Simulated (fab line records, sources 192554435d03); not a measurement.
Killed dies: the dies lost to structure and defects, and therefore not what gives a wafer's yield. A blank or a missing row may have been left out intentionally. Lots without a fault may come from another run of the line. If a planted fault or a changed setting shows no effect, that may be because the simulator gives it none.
Comparing a struck lot with a sound one -- flow n5Finfet -- 16 steps out of a route of 1938
Sound: wafers L487.2, L487.3, L487.6. Struck: wafer L490.4; the same lot's L490.1 was not struck, so it is left out; see the end for the cause.
Order at every step that has rows: each side's tool, ch and its chambers, its first start. Under that, the readings that differ: sound wafers -- struck wafers -- difference of the means -- sigmas: that difference in standard deviations of wafers without a fault.
alike: words and numbers the same on both sides, and readings whose means are apart by under 2 such deviations; not compared: readings that were withheld, readings missing a value for some wafer, numbers with overlapping values and no deviation given by the record, and bounds like >300 which may hide the same value.
Wherever a step has rows on one side only, a row that says differs or no value, or a row with sigmas, the two part there. When numbers do not overlap yet have no deviation, they are printed without sigmas and do not part them. Lack of a reading on every wafer of one side parts them only where that side has two or more wafers.

first, 8 steps without rows for these wafers: N5_BEOL_M4_COAT_62 (time 60 s, resist thk 12 nm); N5_BEOL_M4_COAT_73 (time 60 s, resist thk 5 nm); N5_BEOL_M4_COAT_05 (resist thk 30 nm); N5_BEOL_M4_EBR_07; N5_BEOL_M4_SOFTBAKE_06 (time 60 s); N5_BEOL_M4_EXPOSE_08 (exposes mask M4); N5_BEOL_M4_PEB_09 (peb time 60 s); N5_BEOL_M4_DEVELOP_10 (develop time 30 s).
N5_BEOL_M4_CD_MEAS_11: the cd target is 16.79 nm.
  sound on cdSem-03 ch 0, day 8 17:19; struck on cdSem-02 ch 0, day 9 14:30
  alike: cdNm
N5_BEOL_M4_OVL_MEAS_12:
  sound on overlay-02 ch 0, day 8 17:20; struck on overlay-02 ch 0, day 9 14:32
  alike: M4_OVL
N5_BEOL_M4_INSPECT_13: inspects for defects (brightfield).
  sound on defectInspect-01, day 8 17:24; struck on defectInspect-02, day 9 14:35
reading,sound,struck,difference,sigmas
rawDefectCount,563 331 392,691,+262,+3
N5_BEOL_M4_DESCUM_16: chemistry O2, time 7 s.
  sound on rieDiel-06 ch 2,3, day 8 17:35; struck on rieDiel-06 ch 1, day 9 14:42
reading,sound,struck,difference,sigmas
rfVppV (V),243.7 244.0 243.3,240.8,-2.9,-3
  alike: drypumpMotorCurrentA, oesProductAu, showerheadPlenumPTorr, throttleValvePct
  not compared: rfHoursCounterH
N5_BEOL_M4_ETCH_74: etches underlayer in N2/H2, target depth 6.5 nm, time 5.2 s.
  sound on rieDiel-06 ch 2,3, day 8 17:38; struck on rieDiel-06 ch 1, day 9 14:44
reading,sound,struck,difference,sigmas
drypumpMotorCurrentA (A),5.5 5.5 5.5,6.2,+0.7,+2
etchRfOnTimeS (s),5.41 5.22 5.44,3.05,-2.31,-14
oesProductAu (a.u.),0.63 0.73 0.62,1.02,+0.36,+5
  alike: rfVppV, showerheadPlenumPTorr, throttleValvePct
  not compared: rfHoursCounterH
N5_BEOL_M4_ETCH_63: etches SiARC in CF4, target depth 15.6 nm, time 26 s.
  sound on rieDiel-06 ch 2,3, day 8 17:38; struck on rieDiel-06 ch 1, day 9 14:45
  alike: drypumpMotorCurrentA, etchRfOnTimeS, oesProductAu, rfVppV, showerheadPlenumPTorr, throttleValvePct
  not compared: rfHoursCounterH
N5_BEOL_M4_RC_MEAS_101:
  sound on prober-02 ch 0, day 9 03:31; struck on prober-02 ch 0, day 9 23:50
reading,sound,struck,difference,sigmas
VT_N (mV),250 253 251,242,-9,-2
VT_P (mV),-252 -252 -253,-244,+8,+2
  alike: DIBL_N, DIBL_P, IOFF_N, IOFF_P, ION_N, ION_P, SS_N, SS_P
N5_PASSIVATION_PROBE_49:
  sound wafers here have rows in the record (prober-02, day 13 17:59); struck ones have none

== WHERE THEY PART ==
Last at N5_PASSIVATION_PROBE_49 as far as this record goes, first at N5_BEOL_M4_INSPECT_13.

WHY: what had been put in by the simulator
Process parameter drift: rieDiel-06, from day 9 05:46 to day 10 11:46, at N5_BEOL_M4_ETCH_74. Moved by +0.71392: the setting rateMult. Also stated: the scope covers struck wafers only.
